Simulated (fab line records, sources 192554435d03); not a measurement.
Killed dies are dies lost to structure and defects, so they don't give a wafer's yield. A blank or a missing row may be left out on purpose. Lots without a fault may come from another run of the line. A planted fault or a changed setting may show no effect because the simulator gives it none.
Which tool did it? | flow n5_finfet | 10 lots, 30 wafers sampled, at 3 steps of a route of 1938

WHAT THE GAUGES READ, wafer by wafer
N5_BEOL_M13_CD_MEAS_10: target cd 190 nm. Usual: cd_nm 189.7 nm, standard deviation 1.2.
lot  | measured     | on        | cd_nm (nm)        | flag
L819 | day 10 15:12 | cd_sem-01 | 191.3 190.2 190.2 |
L824 | day 12 13:29 | cd_sem-01 | 190.8 190.9 190.9 |
L825 | day 12 14:17 | cd_sem-01 | 189.3 188.7 190.8 |
L829 | day 13 02:41 | cd_sem-02 | 189.5 190.4 188.4 |
L831 | day 13 13:26 | cd_sem-03 | 187.8 189.2 189.2 |
L833 | day 14 20:38 | cd_sem-01 | 188.2 189.5 188.4 |
L834 | day 14 23:55 | cd_sem-01 | 189.5 188.9 190.3 |
L840 | day 16 01:04 | cd_sem-01 | 191.2 190.9 192.3 |
L842 | day 16 12:22 | cd_sem-02 | 188.0 188.2 189.3 |
L841 | day 17 06:01 | cd_sem-01 | 189.4 188.3 188.8 |

N5_BEOL_M13_INSPECT_30: inspects for defects (macro). Usual: raw_defect_count 2.2, standard deviation 1.5.
lot  | measured     | on                | raw_defect_count | flag
L819 | day 10 16:12 | defect_inspect-02 | 2 3 0            |
L824 | day 12 14:44 | defect_inspect-02 | 0 1 4            |
L825 | day 12 15:16 | defect_inspect-02 | 3 2 1            |
L829 | day 13 03:44 | defect_inspect-01 | 5 0 2            |
L831 | day 13 14:26 | defect_inspect-02 | >300 4 2         |
L833 | day 14 21:45 | defect_inspect-02 | >300 >300 5      |
L834 | day 15 01:02 | defect_inspect-01 | >300 3 4         |
L840 | day 16 02:27 | defect_inspect-01 | 3 2 1            |
L842 | day 16 13:49 | defect_inspect-01 | 3 2 1            |
L841 | day 17 07:08 | defect_inspect-02 | 2 3 1            |

WHICH TOOL RAN EACH LOT (tool, then ch and the chambers of the sampled wafers, then the start)
lot  | N5_BEOL_M13_STRIP_63
L819 | plasma_asher-02 ch 0,1, day 10 15:37
L824 | plasma_asher-02 ch 0,1, day 12 14:02
L825 | plasma_asher-01 ch 0,1, day 12 14:43
L829 | plasma_asher-02 ch 0,1, day 13 03:07
L831 | plasma_asher-02 ch 0,1, day 13 13:51
L833 | plasma_asher-02 ch 0,1, day 14 21:02
L834 | plasma_asher-02 ch 0,1, day 15 00:20
L840 | plasma_asher-01 ch 0,1, day 16 01:45
L842 | plasma_asher-01 ch 0,1, day 16 13:07
L841 | plasma_asher-01 ch 0,1, day 17 06:27
- N5_BEOL_M13_STRIP_63: strips in N2/H2.

WHAT THE TOOLS THEMSELVES READ (means of the sampled wafers that have a number; where no wafer has one, the mark that the record gives instead)
N5_BEOL_M13_STRIP_63. Usual: drypump_motor_current_A 5.7 A, standard deviation 0.4; heater_power_w 324 W, standard deviation 31; oes_product_au 0.673 a.u., standard deviation 0.0053; strip_time_to_endpoint_s 27.4 s, standard deviation 1.
lot  | tool            | drypump_motor_current_A (A) | heater_power_w (W) | oes_product_au (a.u.) | strip_time_to_endpoint_s (s) | flag
L819 | plasma_asher-02 | 5.9                         | 302                | 0.674                 | 27.7                         |
L824 | plasma_asher-02 | 5.9                         | 304                | 0.674                 | 28.5                         |
L825 | plasma_asher-01 | 5.4                         | 341                | 0.673                 | 26.8                         |
L829 | plasma_asher-02 | 5.9                         | 310                | 0.671                 | 26.8                         |
L831 | plasma_asher-02 | 5.9                         | 302                | 0.679                 | 27.5                         |
L833 | plasma_asher-02 | 6.0                         | 313                | 0.671                 | 27.0                         |
L834 | plasma_asher-02 | 5.9                         | 303                | 0.678                 | 28.1                         |
L840 | plasma_asher-01 | 5.3                         | 366                | 0.670                 | 26.6                         |
L842 | plasma_asher-01 | 5.3                         | 364                | 0.675                 | 27.3                         |
L841 | plasma_asher-01 | 5.4                         | 349                | 0.666                 | 27.3                         |

THE ANSWER, worked out from the rows above alone
Rule: a lot is off if the mean of its wafers that have a number lies more than 3 standard deviations from the usual mean. A lot without any number at a reading at which 4 lots or more have one is off too. The other lots that the step has rows for count as sound. The gauges are gone through in route order, then the tools' own readings, and for those a lot's mean is taken as printed above. The first step at which some lot is off is used, and at that step the reading that is off furthest; a lot without a number counts as furthest.
No lot is off at any reading shown: from this, nothing can be told.

WHAT THE SIMULATOR HAD PUT IN
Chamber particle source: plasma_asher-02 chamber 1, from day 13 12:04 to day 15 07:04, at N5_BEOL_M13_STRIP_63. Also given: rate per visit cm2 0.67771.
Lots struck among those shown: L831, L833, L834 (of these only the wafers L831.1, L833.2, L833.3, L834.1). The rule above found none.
